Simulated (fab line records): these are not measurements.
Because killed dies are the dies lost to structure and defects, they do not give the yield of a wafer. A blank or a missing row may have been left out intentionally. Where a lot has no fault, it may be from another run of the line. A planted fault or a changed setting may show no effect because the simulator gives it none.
Chamber matching + flow nand_harc + NHARC_P_M0_STRIP_18 on rie_diel-06 has 4 sister chambers
The step strips in N2/H2. 8 wafers are shown with their chamber, then 12 later ones without.

## WAFERS PAIRED WITH THEIR CHAMBERS
| wafer  | chamber | drypump_motor_current_A (A) | oes_product_au (a.u.) |
|--------|---------|-----------------------------|-----------------------|
| L078.5 | 2       | 5.1                         | 1.023                 |
| L086.1 | 2       | 5.0                         | 1.005                 |
| L086.6 | 0       | 5.3                         | 1.006                 |
| L085.3 | 0       | 5.3                         | 1.006                 |
| L085.6 | 1       | 6.4                         | 1.000                 |
| L087.1 | 3       | 5.8                         | 1.002                 |
| L087.3 | 1       | 6.4                         | 1.017                 |
| L087.5 | 3       | 5.8                         | 1.011                 |

## WAFERS MISSING THEIR CHAMBER
| wafer  | drypump_motor_current_A (A) | oes_product_au (a.u.) |
|--------|-----------------------------|-----------------------|
| L089.1 | 6.4                         | 0.993                 |
| L089.3 | 5.3                         | 1.014                 |
| L089.6 | 5.3                         | 1.021                 |
| L090.1 | 6.4                         | 0.997                 |
| L090.2 | 5.8                         | 1.005                 |
| L090.6 | 5.0                         | 1.015                 |
| L093.4 | 5.4                         | 1.009                 |
| L093.5 | 6.4                         | 1.006                 |
| L093.6 | 5.0                         | 1.016                 |
| L097.1 | 5.3                         | 0.998                 |
| L097.5 | 5.4                         | 1.007                 |
| L097.6 | 5.8                         | 0.993                 |

## THE CHAMBER EACH PASSED THROUGH
| wafer  | from the rows above | in truth |
|--------|---------------------|----------|
| L089.1 | 1                   | 1        |
| L089.3 | 0                   | 0        |
| L089.6 | 0                   | 0        |
| L090.1 | 1                   | 1        |
| L090.2 | 3                   | 3        |
| L090.6 | 2                   | 2        |
| L093.4 | 0                   | 0        |
| L093.5 | 1                   | 1        |
| L093.6 | 2                   | 2        |
| L097.1 | 0                   | 0        |
| L097.5 | 0                   | 0        |
| L097.6 | 3                   | 3        |
Correct placement for 12 of the 12. Number that these rows cannot place: 0. 0 placed wrongly.
How it was worked out, from the rows above alone: a wafer's distance from a chamber is the root of the sum, over the readings, of the square of ((its reading less the chamber's mean) divided by the reading's scatter). The wafer belongs to the nearest chamber; if the next one is less than 2 further off, it can't be placed. Each chamber's mean is taken over the wafers shown for it. The scatter: take each reading less its chamber's mean, square it, sum over the shown wafers, divide by the number of wafers less the number of chambers, and take the root.
